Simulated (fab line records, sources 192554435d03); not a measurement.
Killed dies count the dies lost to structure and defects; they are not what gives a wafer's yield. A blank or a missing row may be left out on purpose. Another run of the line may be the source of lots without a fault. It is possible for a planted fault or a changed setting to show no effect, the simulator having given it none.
Struck lot and sound lot, side by side || flow n5Finfet || 17 out of 1938 route steps
Sound: wafers L482.1, L482.3, L482.5. Struck: wafer L470.5 (left out: L470.4, a lot-mate that was not struck); the cause follows at the end.
At each step with rows: each side's tool, then ch and its chambers, then its first start. Under that, the readings that differ: sound wafers || struck wafers || difference of the means || sigmas: that difference in standard deviations of wafers without a fault.
alike: same words and numbers on both sides, and readings whose means sit less than 2 such deviations apart. not compared: any withheld reading, any reading some wafer has no value for, any bound like >300 that may hide the same value, and any number with overlapping values for which the record gives no deviation.
Wherever a step has rows on one side only, a row that says differs or no value, or a row with sigmas, the two part there. Non-overlapping numbers with no deviation appear without sigmas and do not part them. A reading that every wafer of one side lacks parts them only if that side has two wafers or more.

N5_PASSIVATION_ETCH_15: etches SiCN in CF4/N2, target depth 75 nm, time 81.2 s.
  sound on rieDiel-06 ch 1,2,3; struck on rieDiel-06 ch 2
  alike: drypumpMotorCurrentA, oesProductAu, rfFwdPowerW, rfVppV, showerheadPlenumPTorr, throttleValvePct
  not compared: rfHoursCounterH
then, 2 steps without rows for these wafers: N5_PASSIVATION_STRIP_73 (strips in post etch residue remover, time 60 s); N5_PASSIVATION_SRD_17 (time 30 s, dry time 30 s).
N5_PASSIVATION_DEGAS_18: time 60 s.
  struck on pvdSputter-01, day 13 19:55; sound on pvdSputter-02, day 16 22:19
  alike: heaterPowerW
N5_PASSIVATION_PRE_CLEAN_19:
  struck on pvdSputter-01, day 13 19:57; sound on pvdSputter-02, day 16 22:22
  alike: heaterPowerW
N5_PASSIVATION_SPUTTER_20: material TaN, target thk 50 nm.
  struck on pvdSputter-01, day 13 19:59; sound on pvdSputter-02, day 16 22:24
  alike: throttleValvePct
N5_PASSIVATION_AL_DEP_21: deposits Al, target thk 2800 nm, time 170 s.
  struck on pvdSputter-01, day 13 20:05; sound on pvdSputter-02, day 16 22:30
  alike: throttleValvePct
then, 5 steps without rows for these wafers: N5_PASSIVATION_HMDS_23 (time 60 s); N5_PASSIVATION_COAT_24; N5_PASSIVATION_EBR_26; N5_PASSIVATION_SOFTBAKE_25 (time 90 s); N5_PASSIVATION_EXPOSE_27 (exposes mask PAD, defocus 0 nm).
N5_PASSIVATION_PEB_28:
  sound on lithoTrack-04 ch 0, day 16 22:59; struck on lithoTrack-01 ch 0, day 13 20:34
then, 2 steps without rows for these wafers: N5_PASSIVATION_DEVELOP_29 (develop time 60 s); N5_PASSIVATION_HARDBAKE_31 (time 120 s).
N5_PASSIVATION_CD_MEAS_30: target cd 4000 nm.
  sound on cdSem-02 ch 0, day 16 23:06; struck on cdSem-01 ch 0, day 13 20:41
{"reading": "cdNm (nm)", "sound": "3999.1 4000.7 3998.7", "struck": 3977.9, "difference": -21.6, "sigmas": -12}
N5_PASSIVATION_OVL_MEAS_63:
  sound on overlay-01 ch 0, day 16 23:08; struck on overlay-02 ch 0, day 13 20:43
{"reading": "PAD_OVL (nm)", "sound": "-6 -10 -12", "struck": 7, "difference": "+16", "sigmas": "+3"}

## WHERE THEY PART
At N5_PASSIVATION_CD_MEAS_30 first; at N5_PASSIVATION_OVL_MEAS_63 last (within this record only).

WHY: what the simulator had put in
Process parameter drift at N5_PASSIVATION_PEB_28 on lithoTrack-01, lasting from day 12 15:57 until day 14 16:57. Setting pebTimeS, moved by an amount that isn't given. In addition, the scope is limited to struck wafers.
